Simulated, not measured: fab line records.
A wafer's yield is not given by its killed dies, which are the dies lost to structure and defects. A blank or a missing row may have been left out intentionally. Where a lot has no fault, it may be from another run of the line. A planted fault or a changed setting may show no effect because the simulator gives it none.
Lot-split experiment ; flow n5_finfet ; route with 1938 steps; 7 lots, 39 wafers read

## ON THE SPLIT
At N5_DUMMY_GATE_ETCH_44 (etches poly-Si in HBr/O2, stops on SiO2, target depth 127.5 nm), the setting target_depth_a was moved away from the recipe's 1275 angstrom on 15 of the 39 wafers read, by -12.5% to +4.0%. For the rest of the wafers, this setting stayed at what the recipe calls for.

The reading is taken at the split's own step.

## THE READING
oes_product_au, in a.u., at N5_DUMMY_GATE_ETCH_44 (etches poly-Si in HBr/O2, stops on SiO2, target depth 127.5 nm). On this fab line, fault-free wafers typically give 0.731 a.u. with a standard deviation of 0.011 a.u.

wafer;tool, chamber at the split;target_depth_a as run, angstrom;against the recipe;oes_product_au, a.u.;against lot-mates on the recipe
L076.1;rie_si-05, 3;1275;recipe;0.727;-
L076.2;rie_si-05, 1;1326;+4.0%;0.718;-0.022
L076.3;rie_si-05, 2;1326;+4.0%;0.721;-0.019
L076.4;rie_si-05, 0;1326;+4.0%;0.724;-0.016
L076.5;rie_si-05, 0;1275;recipe;0.748;-
L076.6;rie_si-05, 3;1275;recipe;0.744;-
L078.2;rie_si-02, 2;1275;recipe;0.725;-
L078.4;rie_si-02, 3;1275;recipe;0.744;-
L078.5;rie_si-02, 3;1275;recipe;0.740;-
L082.1;rie_si-06, 2;1116;-12.5%;0.774;+0.043
L082.2;rie_si-06, 1;1275;recipe;0.739;-
L082.3;rie_si-06, 0;1116;-12.5%;0.779;+0.048
L082.4;rie_si-06, 3;1275;recipe;0.722;-
L082.5;rie_si-06, 0;1275;recipe;0.733;-
L082.6;rie_si-06, 1;1116;-12.5%;0.793;+0.062
L086.1;rie_si-02, 1;1155;-9.4%;0.781;+0.067
L086.2;rie_si-02, 3;1155;-9.4%;0.778;+0.064
L086.3;rie_si-02, 2;1155;-9.4%;0.754;+0.040
L086.4;rie_si-02, 0;1275;recipe;0.700;-
L086.5;rie_si-02, 0;1275;recipe;0.711;-
L086.6;rie_si-02, 1;1275;recipe;0.731;-
L087.1;rie_si-05, 3;1224;-4.0%;0.735;+0.003
L087.2;rie_si-05, 2;1224;-4.0%;0.737;+0.005
L087.3;rie_si-05, 1;1224;-4.0%;0.743;+0.011
L087.4;rie_si-05, 0;1275;recipe;0.742;-
L087.5;rie_si-05, 1;1275;recipe;0.729;-
L087.6;rie_si-05, 0;1275;recipe;0.726;-
L088.1;rie_si-06, 1;1275;recipe;0.750;-
L088.2;rie_si-06, 3;1275;recipe;0.732;-
L088.3;rie_si-06, 0;1275;recipe;0.746;-
L088.4;rie_si-06, 2;1275;recipe;0.713;-
L088.5;rie_si-06, 0;1275;recipe;0.735;-
L088.6;rie_si-06, 1;1275;recipe;0.732;-
L091.1;rie_si-02, 2;1275;recipe;0.721;-
L091.2;rie_si-02, 0;1275;recipe;0.723;-
L091.3;rie_si-02, 1;1166;-8.5%;0.785;+0.057
L091.4;rie_si-02, 3;1275;recipe;0.739;-
L091.5;rie_si-02, 2;1166;-8.5%;0.750;+0.022
L091.6;rie_si-02, 3;1166;-8.5%;0.779;+0.051

THE FIT
A straight line over all 39 wafers: oes_product_au changes by -0.00403 a.u. for each +1% of target_depth_a; r = -0.85; the points scatter about the line by 0.012 a.u.
The same after taking each lot's own level away (the mean of its wafers on the recipe; 39 wafers): -0.00473 a.u. for each +1%; r = -0.89; scatter 0.011 a.u.
On that fit, the largest move of target_depth_a shifts the reading by 0.059 a.u.
The lots' own levels span 0.7140 to 0.7397 a.u., that is 2.3 times the standard deviation above.
Hence the slope depends on the lot-to-lot level, as the two fits are not the same.
Check: for one of the wafers moved furthest among these (-12.5%), held out of the fit, the line's prediction against its lot-mates is +0.0614 a.u. It came out at +0.0427 a.u. against them.
Tool readings at the split's step, against how far the setting was moved: oes_product_au r = -0.85.

## THESE WAFERS: OTHER SPLITS
Before the reading, these wafers also passed through other splits. Each is held against what the fit with the lots' levels taken away leaves over:
other split on the same wafers;wafers away from the commonest value;r with oes_product_au (lot level and that fit taken away)
N5_DUMMY_GATE_ETCH_37 source_w;9;-0.33

## FILE'S OWN FIT
oes_product_au changes by -0.0047 a.u. for each +1% of target_depth_a, r = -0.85.
